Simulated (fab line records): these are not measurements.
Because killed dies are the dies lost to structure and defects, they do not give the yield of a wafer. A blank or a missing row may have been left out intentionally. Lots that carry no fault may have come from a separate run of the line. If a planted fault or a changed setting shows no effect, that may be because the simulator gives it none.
Matching of chambers | flow n5_finfet | ald_sin-03 running N5_FIN_SAQP_SPACER2_ALD_28: 4 sister chambers
The step deposits SiO2, target thk 8.1 nm, pulse time 1 s, purge time 2 s. 4 wafers are shown with their chamber, then 11 later ones without.

## WAFERS WITH THEIR CHAMBER
wafer  | chamber | heater_power_w (W)
L085.6 | 2       | 453
L087.3 | 3       | 426
L088.4 | 1       | 432
L089.2 | 0       | 573

## WAFERS WITHOUT THEIR CHAMBER
wafer  | heater_power_w (W)
L089.3 | 467
L089.5 | 571
L091.1 | 428
L091.2 | 432
L091.3 | 569
L094.1 | 456
L094.5 | 432
L094.6 | 556
L095.2 | 561
L095.3 | 431
L095.4 | 459

## CHAMBER TAKEN BY EACH
wafer  | from the rows above     | in truth
L089.3 | 2                       | 2
L089.5 | 0                       | 0
L091.1 | can't be placed: 3 or 1 | 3
L091.2 | can't be placed: 1 or 3 | 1
L091.3 | 0                       | 0
L094.1 | 2                       | 2
L094.5 | can't be placed: 1 or 3 | 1
L094.6 | 0                       | 0
L095.2 | 0                       | 0
L095.3 | can't be placed: 1 or 3 | 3
L095.4 | 2                       | 2
7 of 11 placed correctly. These rows do not allow placing 4 (true chamber among the candidates in 4). Wrongly placed: 0.
How it was worked out, from the rows above alone: a wafer's distance from a chamber is the root of the sum, over the readings, of the square of ((its reading less the chamber's mean) divided by the reading's scatter). If the next closest chamber is less than 2 further off than the closest, the wafer can't be placed; otherwise it belongs to the closest. Each chamber's mean is taken over the wafers shown for it. The scatter: root of mean squared gap, hidden wafer to nearest shown wafer, with one shown wafer a chamber.
